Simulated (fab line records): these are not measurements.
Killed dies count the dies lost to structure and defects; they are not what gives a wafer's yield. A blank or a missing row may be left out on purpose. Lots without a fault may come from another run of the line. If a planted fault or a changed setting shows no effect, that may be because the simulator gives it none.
Chamber matching    flow n5-finfet    rie-diel-02 running N5_MOL_CONTACT_COAG_DESCUM_13: 4 sister chambers
The step chemistry O2, time 7 s. 20 wafers are shown with their chamber, then 10 later ones without.

## WAFERS WITH THEIR CHAMBER
wafer   chamber  showerhead-plenum-p-Torr (Torr)  drypump-motor-current-A (A)  throttle-valve-pct (%)
L074.1  2        2.15                             5.8                          20.58
L074.4  0        2.25                             5.5                          20.35
L074.6  1        2.04                             6.3                          20.25
L075.1  1        2.04                             6.4                          20.26
L075.2  3        2.05                             6.1                          20.57
L075.4  2        2.15                             5.8                          20.58
L076.1  3        2.05                             6.1                          20.57
L076.3  0        2.25                             5.5                          20.34
L076.5  1        2.04                             6.4                          20.26
L077.2  0        2.25                             5.5                          20.34
L077.3  1        2.03                             6.3                          20.26
L077.4  3        2.05                             6.1                          20.57
L078.1  1        2.03                             6.3                          20.27
L078.3  0        2.24                             5.5                          20.35
L078.5  0        2.24                             5.5                          20.35
L079.1  0        2.24                             5.5                          20.35
L079.2  3        2.05                             6.1                          20.60
L079.4  3        2.05                             6.1                          20.58
L080.2  0        2.24                             5.5                          20.37
L080.4  3        2.05                             6.1                          20.58

SIGNATURES, as means of the wafers listed above
reading                   chamber 0  chamber 1  chamber 2  chamber 3  scatter within a chamber
showerhead-plenum-p-Torr  2.2443     2.0360     2.1500     2.0500     0.00427
drypump-motor-current-A   5.500      6.340      5.800      6.100      0.0274
throttle-valve-pct        20.3500    20.2600    20.5800    20.5783    0.00963
Rule: a wafer's distance from a chamber is the root of the sum, over the readings, of the square of ((its reading less the chamber's mean) divided by the reading's scatter). The wafer belongs to the nearest chamber; if the next one is less than 2 further off, it can't be placed. How the scatter is found: for the shown wafers, subtract from each reading the mean of its chamber, square and add these, divide the total by (wafers less chambers), then take the root.

## WAFERS MISSING THEIR CHAMBER
wafer   showerhead-plenum-p-Torr (Torr)  drypump-motor-current-A (A)  throttle-valve-pct (%)
L080.5  2.05                             6.1                          20.59
L083.2  2.03                             6.4                          20.29
L083.4  2.14                             5.8                          20.27
L083.6  2.03                             6.4                          20.29
L093.1  2.02                             6.4                          20.32
L093.3  2.23                             5.6                          20.40
L093.4  2.04                             6.1                          20.30
L097.2  2.02                             6.4                          20.32
L097.4  2.23                             5.6                          20.43
L097.5  2.13                             5.8                          20.30

## WHICH CHAMBER EACH WENT THROUGH
wafer    from the rows above            in truth
L080.5   3                              3
L083.2   1                              1
L083.4   0                              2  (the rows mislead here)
L083.6   1                              1
L093.1   1                              1
L093.3   0                              0
L093.4   1                              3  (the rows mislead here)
L097.2   1                              1
L097.4   0                              0
L097.5   can't be placed: 0 or 2 or 1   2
Correct placement for 7 of the 10. Not placeable from these rows: 1 (in 1, the candidates include the true chamber). Number placed wrongly: 2.
